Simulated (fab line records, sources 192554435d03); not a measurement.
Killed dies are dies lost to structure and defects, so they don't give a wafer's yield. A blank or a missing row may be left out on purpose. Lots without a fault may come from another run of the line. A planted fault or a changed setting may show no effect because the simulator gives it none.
Problem report in the 8D (eight disciplines) form, filled by code | flow n5_finfet | the parts of the form that need people (team, actions taken, sign-off) are left out

1. THE PROBLEM
run_length_s at N5_PASSIVATION_PECVD_35 reads a mean of 177.7 s on 2 wafers of 1 lot; wafers without a fault read 195.2 s with a standard deviation of 0.69. That is -25 standard deviations from the usual mean.
The step: deposits SiNx from SiH4/NH3/N2, target thk 700 nm, time 151.3 s.
First seen on wafer L677.1, day 15 17:16, on pecvd-01. The record holds 28 wafers of 10 lots with a number at this step. Rule for "out", or "out of limits": more than 4 standard deviations from the usual mean. The other wafers with a number count as sound.

2. WHAT IT IS AND WHAT IT IS NOT
question                    | is                     | is not
which readings at this step | run_length_s           | heater_power_w, showerhead_plenum_p_Torr, throttle_valve_pct
which lots                  | L677                   | L664, L666, L667, L668, L682, L683, L684, L685, L686
which wafers of those lots  | all that have a number | -
read on which tools         | pecvd-01               | pecvd-02, pecvd-04
when                        | from day 15 17:16      | up to then (11 sound wafers); but 15 sound wafers of L682, L683, L684, L685, L686 came after

3. SUSPECTS, AND WHAT RULES EACH OUT
Counting: a tool at a process step up to the reading stays a suspect if it ran every lot that is out and no sound lot after the first of them.
- rie_diel-01 at N5_PASSIVATION_DESCUM_12 (chemistry O2, time 7.9 s): ruled out as a lasting fault. Sound lots L683, L684, L685 ran on it after its first lot that is out, L677 (day 15 14:22).
- rie_diel-01 at N5_PASSIVATION_PASS_ETCH_74 (etches SiNx in CF4/O2, target depth 220 nm, time 110 s): ruled out as a lasting fault. Sound lots L683, L684, L685 ran on it after its first lot that is out, L677 (day 15 14:25).
- pvd_sputter-02 at N5_PASSIVATION_AL_DEP_21 (deposits Al, target thk 2800 nm, time 170 s): kept. It ran the lot that is out, L677 (day 15 15:22), and no sound lot after that; its last sound lot up to then is L664 (day 12 07:24).
- pecvd-01 at N5_PASSIVATION_PECVD_35 (deposits SiNx from SiH4/NH3/N2, target thk 700 nm, time 151.3 s): ruled out as a lasting fault. Sound lots L686 ran on it after its first lot that is out, L677 (day 15 17:16).
Left after counting: pvd_sputter-02 at N5_PASSIVATION_AL_DEP_21.

4. THE CAUSE (what the simulator had put in)
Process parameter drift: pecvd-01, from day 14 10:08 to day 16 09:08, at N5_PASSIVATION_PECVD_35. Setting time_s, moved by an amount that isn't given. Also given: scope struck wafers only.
Counting ruled it out, wrongly.

5. THE CHAIN OF EFFECTS, in route order
Each row: a reading whose mean over the struck wafers that have a number lies more than 3 standard deviations from the usual. Only readings for which the record gives a usual standard deviation are gone through. hours: the time from each lot's start at the first step in this table that gives one to its start at this step, as a median over the lots. sigmas: the change in usual standard deviations.
hours | step                    | reading      | usual   | on struck wafers | change | sigmas
0     | N5_PASSIVATION_PECVD_35 | run_length_s | 195.2 s | 177.7            | -17.5  | -25
The process steps in it:
- N5_PASSIVATION_PECVD_35: deposits SiNx from SiH4/NH3/N2, target thk 700 nm, time 151.3 s.

6. WHAT WOULD HAVE CAUGHT IT SOONER
In this record the first reading out of limits was taken at day 15 17:16, 31 hours after the fault began at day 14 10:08.
